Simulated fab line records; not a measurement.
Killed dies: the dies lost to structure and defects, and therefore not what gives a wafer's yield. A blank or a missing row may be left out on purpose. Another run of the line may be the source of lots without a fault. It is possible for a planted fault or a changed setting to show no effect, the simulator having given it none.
fab line records	flow n5-finfet	part 2 of 2: steps 40 to 42 of 42
record lots=7	wafers=21	last-day=18
route steps=1938 shown HKMG_FIN@462 GATE_CUT@465 MOL_CONTACT_COAG@560
lots that met no fault: taken from a fault-free run of the same line
start-h: hours from the record's first day to the start of the lot's first wafer shown	wait-h: hours since the lot's step before	" identical to the entry in the row above	L1.1+2: several wafers, shown together as one row	- no value, or no start given	* or withheld: withheld	< > ~ a bound
route shown NAME@n: a module of which the file shows steps, and the number in the route of the first	usual: mean/standard deviation of fault-free wafers	same: alike in all rows	chamber/n: place in a boat	sites: per-site readings	_std_site: their standard deviation	_edge_site: the outer-site mean with the inner-site mean subtracted	radius-mm: how far each site lies from the wafer's centre	mask NAME#n: copy n	behind: the last tool/chamber to shape the wafer	hold: cause of the lot's hold/its duration in hours/its outcome	device: the transistor (n, p or np) that didn't switch	end of line: tests run on the same wafers once the route is complete	where a step has no rows: the recipe by itself	killed: at the first sort, the dies lost to defects and structure; wafer yield is something else	map: a wafer's dies, marking killed ones x, the rest . and places with no die _
set.NAME: setting as actually run; set.NAME@STEP: the setting as run at that earlier step	model.NAME: the simulator's own value behind a step, which no gauge read
lots seen at some steps along the route; tables by step, rows by wafer
services: from which hour (start-h, from the record's first day; less than 0 if before it) a tool's chamber was out of use, for how many hours, and why
## steps
# step N5_GATE_CUT_ETCH_47
# recipe chemistry=Cl2/BCl3	target=SiO2	target-depth-a=100	pressure-mtorr=10	icp-w=1000	bias-w=126	Cl2_flow_sccm=53.25	bcl3-flow-sccm=21.75	Ar_flow_sccm=25
# usual drypump-motor-current-A=6.0/0.41	oes_ar_750_au=0.83/0.067	oes-product-au=0.83/0.086	rf-fwd-power-W=982/4.7	throttle-valve-pct=22.76/0.23
lot.wafer	tool	chamber	start-h	wait-h	drypump-motor-current-A	oes_ar_750_au	oes-product-au	rf-fwd-power-W	rf-hours-counter-h	throttle-valve-pct
L454.1	rie-metal-03	1	86.17	0.0	6.3	0.87	0.87	985	12	22.67
L454.2	"	0	"	"	6.3	0.94	0.97	982	2	22.70
L454.6	"	1	"	"	6.4	0.88	0.87	983	-	22.68
L461.1	rie-metal-03	1	131.51	0.0	6.4	0.85	0.86	980	16	22.68
L461.3	"	0	"	"	6.3	0.91	0.94	985	-	22.68
L461.4	"	1	"	"	6.4	0.86	0.86	985	-	22.68
L462.3	rie-metal-03	1	134.86	0.0	6.4	0.85	0.86	982	-	22.66
L462.4	"	0	"	"	6.3	0.90	0.94	987	-	22.68
L462.5	"	1	"	"	6.4	0.86	0.85	983	-	22.66
L463.1	rie-metal-02	1	138.24	0.0	6.0	0.81	0.80	982	33	23.16
L463.2	"	0	"	"	5.6	0.75	0.72	973	64	22.64
L463.3	"	1	"	"	6.0	0.81	0.80	983	-	23.17
L470.3	rie-metal-02	1	180.07	0.0	6.0	0.80	0.78	984	-	23.18
L470.4	"	0	"	"	5.6	0.74	0.72	978	-	22.65
L470.6	"	0	"	"	5.6	0.73	0.72	977	-	22.65
L477.1	rie-metal-03	0	224.57	0.0	6.4	0.86	0.89	986	15	22.70
L477.4	"	1	"	"	6.3	0.83	0.83	984	-	22.70
L477.6	"	0	"	"	6.3	0.85	0.89	987	-	22.69
L476.1	rie-metal-02	0	224.97	0.0	5.6	0.73	0.70	973	72	22.66
L476.2	"	1	"	"	6.0	0.79	0.77	978	41	23.17
L476.3	"	0	"	"	5.6	0.73	0.70	972	-	22.67
# step N5_MOL_CONTACT_COAG_CMP_28
# recipe stop-on=SiNx	t-overpolish-s=0.85	post-cmp-clean=alkaline-brush	down-force-psi=4.15	platen-rpm=51.8	pad-velocity-m-s=1.0307	target-thk-nm=14.522
# usual motor-current-A=11.9/1.1	time-to-endpoint-s=5.9/2.5
# same t-overpolish-s=0.85
lot.wafer	tool	chamber	start-h	wait-h	motor-current-A	time-to-endpoint-s	model.SiNx_of_GATE_CUT_SAC_CAP_01.thk-nm
L454.1	cmp-04	1	98.19	0.8	13.7	8.6	17.8
L454.2	"	3	"	"	12.2	9.3	17.8
L454.6	"	1	"	"	13.6	7.6	17.8
L461.4	cmp-02	3	143.54	0.8	11.4	9.5	0
L461.1	"	0	"	"	12.0	6.5	0
L461.3	"	1	"	"	10.9	5.6	0
L462.4	cmp-04	1	146.15	0.8	13.7	4.5	0
L462.3	"	3	"	"	12.2	6.5	0
L462.5	"	2	"	"	11.1	3.2	0
L463.1	cmp-04	1	152.22	0.8	13.1	4.0	0
L463.2	"	2	"	"	11.4	1.6	0
L463.3	"	3	"	"	12.5	5.7	0
L470.3	cmp-02	2	192.68	0.8	9.6	8.6	17.8
L470.4	"	3	"	"	11.2	12.2	18
L470.6	"	3	"	"	11.3	10.4	18
L477.1	cmp-01	2	238.37	0.9	13.3	4.5	18
L477.4	"	3	"	"	11.3	5.5	18
L477.6	"	0	"	"	12.0	4.2	18
L476.3	cmp-02	3	239.83	0.8	11.7	13.4	18
L476.1	"	0	"	"	12.3	6.3	18
L476.2	"	2	"	"	9.0	8.5	17.8
# step N5_MOL_CONTACT_COAG_ETCH_47
# recipe chemistry=CH3F/O2	target=SiNx	target-depth-a=270	mask-material=SiO2	stop-on=W	over-etch-frac=0.2	ion-energy-ev=120	endpoint=OES-CN	pressure-mtorr=30	source-w=395	bias-w=73	Ar_flow_sccm=150	CH3F_flow_sccm=30	O2_flow_sccm=20	ends=end-point
# usual drypump-motor-current-A=5.6/0.39	etch-rf-on-time-s=30.9/0.49	oes_ar_750_au=0.82/0.085	oes_f_703_au=0.82/0.089	oes-product-au=0.73/0.08	rf-fwd-power-W=386.2/1.6	rf-vpp-V=298/5.8	showerhead-plenum-p-Torr=2.01/0.06	throttle-valve-pct=16.29/0.2
lot.wafer	tool	chamber	start-h	wait-h	drypump-motor-current-A	etch-rf-on-time-s	oes_ar_750_au	oes_f_703_au	oes-product-au	rf-fwd-power-W	rf-hours-counter-h	rf-vpp-V	showerhead-plenum-p-Torr	throttle-valve-pct	model.etch.t-clear-s	model.MOL_CONTACT_COAG.feature-depth-nm	model.etch.depth-nm
L454.1	rie-diel-06	1	101.25	0.0	6.1	31.9	0.73	0.73	0.64	389.6	187	292	1.91	16.40	26.58	18.4	17.86
L454.2	"	2	"	"	5.3	30.8	0.88	0.88	0.80	386.9	29	303	2.11	16.04	25.64	18.4	17.84
L454.6	"	2	"	"	5.3	30.9	0.88	0.88	0.80	386.4	-	303	2.11	16.03	25.73	18.4	17.87
L461.1	rie-diel-01	1	147.12	0.0	6.1	38.4	0.86	0.87	0.77	385.8	69	294	2.03	16.33	32	23.2	22.5
L461.3	"	2	"	"	4.9	37.9	0.94	0.96	0.86	388.3	15	307	2.05	16.05	31.55	23.2	22.5
L461.4	"	0	"	"	5.4	38.5	0.88	0.91	0.79	388.7	52	290	2.02	16.10	32.12	23.2	22.5
L462.3	rie-diel-01	0	148.32	0.0	5.4	39.1	0.88	0.90	0.78	386.9	53	290	2.02	16.09	32.6	23.2	22.5
L462.4	"	3	"	"	5.6	39.2	0.69	0.68	0.62	385.4	212	300	2.07	16.59	32.65	23.2	22.5
L462.5	"	0	"	"	5.4	38.8	0.87	0.90	0.78	386.3	-	291	2.02	16.11	32.35	23.2	22.5
L463.1	rie-diel-06	3	154.92	0.0	5.1	39.4	0.71	0.70	0.63	386.0	245	306	2.06	16.64	32.82	23.2	22.5
L463.2	"	1	"	"	6.1	40.5	0.72	0.72	0.64	391.0	197	290	1.91	16.43	33.75	23.2	22.5
L463.3	"	2	"	"	5.3	39.3	0.86	0.87	0.79	388.0	39	302	2.11	16.06	32.72	23.2	22.5
L470.3	rie-diel-05	1	194.91	0.0	5.9	29.8	0.87	0.84	0.80	387.5	42	305	1.93	16.27	24.88	18.4	17.85
L470.4	"	0	"	"	5.7	31.1	0.79	0.79	0.70	386.0	-	291	2.03	16.05	25.95	18.6	18.01
L470.6	"	1	"	"	5.9	30.3	0.87	0.85	0.80	388.1	-	304	1.93	16.28	25.28	18.4	17.91
L477.1	rie-diel-06	2	242.13	0.0	5.3	31.1	0.82	0.82	0.74	387.0	75	303	2.09	16.11	25.89	18.6	17.97
L477.4	"	0	"	"	5.3	31.5	0.73	0.74	0.65	385.3	-	296	1.98	16.52	26.22	18.6	18.02
L477.6	"	2	"	"	5.2	30.9	0.82	0.81	0.75	385.2	-	301	2.09	16.11	25.79	18.6	17.94
L476.1	rie-diel-01	0	242.57	0.0	5.4	31.2	0.83	0.86	0.74	386.4	86	289	2.01	16.16	25.97	18.6	17.92
L476.2	"	2	"	"	4.9	30.4	0.89	0.89	0.80	386.7	50	306	2.03	16.11	25.35	18.4	17.84
L476.3	"	3	"	"	5.6	31.3	0.67	0.66	0.60	384.1	246	302	2.06	16.65	26.09	18.6	18.02
## services
tool	chamber	start-h	hours	kind
cmp-02	-	60.17	4.0	pm
rie-diel-04	-	69.57	28.1	pm
cmp-04	-	69.77	5.2	pm
cmp-03	-	78.65	10.7	pm
cmp-04	-	79.54	0.7	repair
pecvd-01	2	81.98	10.8	repair
rie-metal-03	0	90.55	4.2	repair
pecvd-02	-	92.09	3.4	repair
cmp-02	-	95.02	0.8	repair
rie-diel-06	3	100.54	10.5	repair
cmp-04	-	107.29	1.2	repair
cmp-03	-	116.87	4.2	pm
cmp-04	-	119.98	2.2	repair
rie-diel-06	-	125.58	28.1	pm
cmp-03	-	126.97	0.4	repair
cmp-04	-	128.44	4.0	pm
rie-diel-01	2	128.72	2.3	repair
pecvd-01	-	132.82	0.8	repair
pecvd-04	-	144.83	28.1	pm
cmp-02	-	161.40	8.3	pm
pecvd-01	-	167.36	1.7	repair
pecvd-01	-	200.16	2.8	pm
cmp-02	-	201.77	6.7	pm
cmp-02	-	209.12	0.2	repair
## key
first-sign step=N5_GATE_CUT_PECVD_57	reading=tool-record	direction=missing
effect step=N5_MOL_CONTACT_COAG_ETCH_47	reading=etch-rf-on-time-s	direction=up	sigmas=16	usual=*	struck=*
model-effect step=N5_GATE_CUT_CMP_02	value=SiNx_of_GATE_CUT_SAC_CAP_01.thk-nm	without=21.71	struck=0
model-effect step=N5_MOL_CONTACT_COAG_CMP_28	value=SiNx_of_GATE_CUT_SAC_CAP_01.thk-nm	without=17.96	struck=0
model-effect step=N5_MOL_CONTACT_COAG_ETCH_47	value=etch.t-clear-s	without=25.92	struck=32.51
met-at N5_GATE_CUT_PECVD_57
struck-wafers L461.1,L461.3,L461.4,L462.3,L462.4,L462.5,L463.1,L463.2,L463.3
sort-left-out L461.1,L461.3,L461.4,L462.3,L462.4,L462.5,L463.1,L463.2,L463.3
tester-left-out L461,L462,L463
onset-between 83.61 129.82
fault kind=skipped-step-whole	tool=pecvd-02,pecvd-04	chamber=-	onset-h=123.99	steps=N5_GATE_CUT_PECVD_57	scope=struck-lots-only
# tester-left-out: of these lots the tester's yield and bins aren't shown, on N5 and GAA mostly nor the transistor test; their killed dies are dies lost to structure and defects alone, not to doping, threshold or leakage, so they don't give the yield
# sort-left-out: the simulated sort isn't trusted on such a fault, so these wafers' sort isn't shown, and their yield isn't known
